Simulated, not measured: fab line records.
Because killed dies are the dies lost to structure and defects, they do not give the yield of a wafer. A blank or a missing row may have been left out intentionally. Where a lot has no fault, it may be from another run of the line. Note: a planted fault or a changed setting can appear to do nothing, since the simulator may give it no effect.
Matching of chambers || flow nandHarc || NHARC_A_STAIRCASE_TRIM_220 on rieDiel-11: 4 sister chambers
The step chemistry O2, time 211.2 s. 8 wafers are shown with their chamber, then 8 later ones without.

## EACH WAFER AND ITS CHAMBER
{"wafer": "L084.6", "chamber": 0, "drypumpMotorCurrentA (A)": 5.4, "showerheadPlenumPTorr (Torr)": 3.30}
{"wafer": "L087.1", "chamber": 2, "drypumpMotorCurrentA (A)": 5.8, "showerheadPlenumPTorr (Torr)": 3.80}
{"wafer": "L087.2", "chamber": 1, "drypumpMotorCurrentA (A)": 5.7, "showerheadPlenumPTorr (Torr)": 3.40}
{"wafer": "L087.5", "chamber": 2, "drypumpMotorCurrentA (A)": 5.8, "showerheadPlenumPTorr (Torr)": 3.80}
{"wafer": "L090.1", "chamber": 3, "drypumpMotorCurrentA (A)": 5.7, "showerheadPlenumPTorr (Torr)": 3.64}
{"wafer": "L090.3", "chamber": 1, "drypumpMotorCurrentA (A)": 5.8, "showerheadPlenumPTorr (Torr)": 3.40}
{"wafer": "L090.6", "chamber": 0, "drypumpMotorCurrentA (A)": 5.3, "showerheadPlenumPTorr (Torr)": 3.29}
{"wafer": "L093.1", "chamber": 3, "drypumpMotorCurrentA (A)": 5.7, "showerheadPlenumPTorr (Torr)": 3.63}

## WAFERS WITH NO CHAMBER GIVEN
{"wafer": "L093.3", "drypumpMotorCurrentA (A)": 5.3, "showerheadPlenumPTorr (Torr)": 3.29}
{"wafer": "L093.5", "drypumpMotorCurrentA (A)": 5.7, "showerheadPlenumPTorr (Torr)": 3.63}
{"wafer": "L092.3", "drypumpMotorCurrentA (A)": 5.8, "showerheadPlenumPTorr (Torr)": 3.79}
{"wafer": "L092.4", "drypumpMotorCurrentA (A)": 5.3, "showerheadPlenumPTorr (Torr)": 3.28}
{"wafer": "L092.6", "drypumpMotorCurrentA (A)": 5.7, "showerheadPlenumPTorr (Torr)": 3.63}
{"wafer": "L096.2", "drypumpMotorCurrentA (A)": 5.3, "showerheadPlenumPTorr (Torr)": 3.28}
{"wafer": "L096.5", "drypumpMotorCurrentA (A)": 5.8, "showerheadPlenumPTorr (Torr)": 3.78}
{"wafer": "L096.6", "drypumpMotorCurrentA (A)": 5.3, "showerheadPlenumPTorr (Torr)": 3.28}

## EACH ONE'S CHAMBER
{"wafer": "L093.3", "from the rows above": 0, "in truth": 0}
{"wafer": "L093.5", "from the rows above": 3, "in truth": 3}
{"wafer": "L092.3", "from the rows above": 2, "in truth": 2}
{"wafer": "L092.4", "from the rows above": 0, "in truth": 0}
{"wafer": "L092.6", "from the rows above": 3, "in truth": 3}
{"wafer": "L096.2", "from the rows above": 0, "in truth": 0}
{"wafer": "L096.5", "from the rows above": 2, "in truth": 2}
{"wafer": "L096.6", "from the rows above": 0, "in truth": 0}
Correct placement for 8 of the 8. Left unplaced by these rows: 0. Number placed wrongly: 0.
How it was worked out, from the rows above alone: a wafer's distance from a chamber is the root of the sum, over the readings, of the square of ((its reading less the chamber's mean) divided by the reading's scatter). If the next closest chamber is less than 2 further off than the closest, the wafer can't be placed; otherwise it belongs to the closest. Each chamber's mean is taken over the wafers shown for it. The scatter: the root of (the sum of the squares of (reading less its chamber's mean) over the shown wafers, divided by (wafers less chambers)).
